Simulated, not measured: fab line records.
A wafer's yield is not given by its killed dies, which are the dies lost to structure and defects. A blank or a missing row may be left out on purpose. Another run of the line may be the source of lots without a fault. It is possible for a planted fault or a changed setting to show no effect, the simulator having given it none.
The tool behind it: which one? / flow nand harc / 6 lots, 18 wafers sampled, at 4 steps of a route of 1302

WHAT EACH GAUGE READ, for each wafer
NHARC_P_STI_INSPECT_25.
lot=L209; measured=day 4 18:53; on=defect inspect-02; raw defect count=85 110 83
lot=L211; measured=day 5 15:28; on=defect inspect-02; raw defect count=211 168 245
lot=L215; measured=day 7 10:21; on=defect inspect-01; raw defect count=295 330 167
lot=L219; measured=day 9 00:08; on=defect inspect-01; raw defect count=155 184 140
lot=L224; measured=day 10 22:10; on=defect inspect-02; raw defect count=206 314 176
lot=L228; measured=day 12 15:17; on=defect inspect-02; raw defect count=271 204 265

TOOL THAT RAN EACH LOT (tool first, then ch and the chambers of the sampled wafers, then the start)
lot=L209; NHARC_P_ZERO_WELL_PEB_22=litho track-07 ch 0, day 2 18:25; NHARC_P_ZERO_WELL_DESCUM_54=rie diel-10 ch 0,1,3, day 2 21:56; NHARC_P_STI_CMP_21=cmp-02 ch 0,1,3, day 4 10:25
lot=L211; NHARC_P_ZERO_WELL_PEB_22=litho track-07 ch 0, day 3 14:22; NHARC_P_ZERO_WELL_DESCUM_54=rie diel-09 ch 0,1,2, day 3 17:55; NHARC_P_STI_CMP_21=cmp-04 ch 0,1, day 5 07:42
lot=L215; NHARC_P_ZERO_WELL_PEB_22=litho track-05 ch 0, day 5 06:24; NHARC_P_ZERO_WELL_DESCUM_54=rie diel-10 ch 0,2, day 5 09:50; NHARC_P_STI_CMP_21=cmp-04 ch 0,2,3, day 7 02:21
lot=L219; NHARC_P_ZERO_WELL_PEB_22=litho track-07 ch 0, day 6 22:23; NHARC_P_ZERO_WELL_DESCUM_54=rie diel-03 ch 0,3, day 7 01:46; NHARC_P_STI_CMP_21=cmp-03 ch 1,2,3, day 8 15:41
lot=L224; NHARC_P_ZERO_WELL_PEB_22=litho track-05 ch 0, day 9 00:33; NHARC_P_ZERO_WELL_DESCUM_54=rie diel-03 ch 0,1,2, day 9 03:58; NHARC_P_STI_CMP_21=cmp-04 ch 0,2,3, day 10 13:46
lot=L228; NHARC_P_ZERO_WELL_PEB_22=litho track-07 ch 0, day 10 16:23; NHARC_P_ZERO_WELL_DESCUM_54=rie diel-09 ch 0,1,2, day 10 19:53; NHARC_P_STI_CMP_21=cmp-03 ch 1,2, day 12 07:18
- NHARC_P_ZERO_WELL_PEB_22: peb time 85 s.
- NHARC_P_ZERO_WELL_DESCUM_54: chemistry O2, time 3 s.
- NHARC_P_STI_CMP_21: polishes, t overpolish 20 s, target thk 380.67 nm.

THE ANSWER, worked out from the rows above alone
Rule: what is usual is taken from the lots themselves. Put in order of their means at a reading, lots are off if they are a third of the lots or fewer, leave a main group of 4 or more, and stand apart from it by a gap of 3 or more times the standard deviation of the main group's means; of several such gaps the widest counts. If all means in a main group match to the digits the tables above print for the reading, that group is not used. A lot without any number at a reading at which 4 lots or more have one is off too. All remaining lots with rows at the step are treated as sound.
Nothing can be told from this: no lot is off at any reading shown.

WHAT HAD BEEN PUT IN BY THE SIMULATOR
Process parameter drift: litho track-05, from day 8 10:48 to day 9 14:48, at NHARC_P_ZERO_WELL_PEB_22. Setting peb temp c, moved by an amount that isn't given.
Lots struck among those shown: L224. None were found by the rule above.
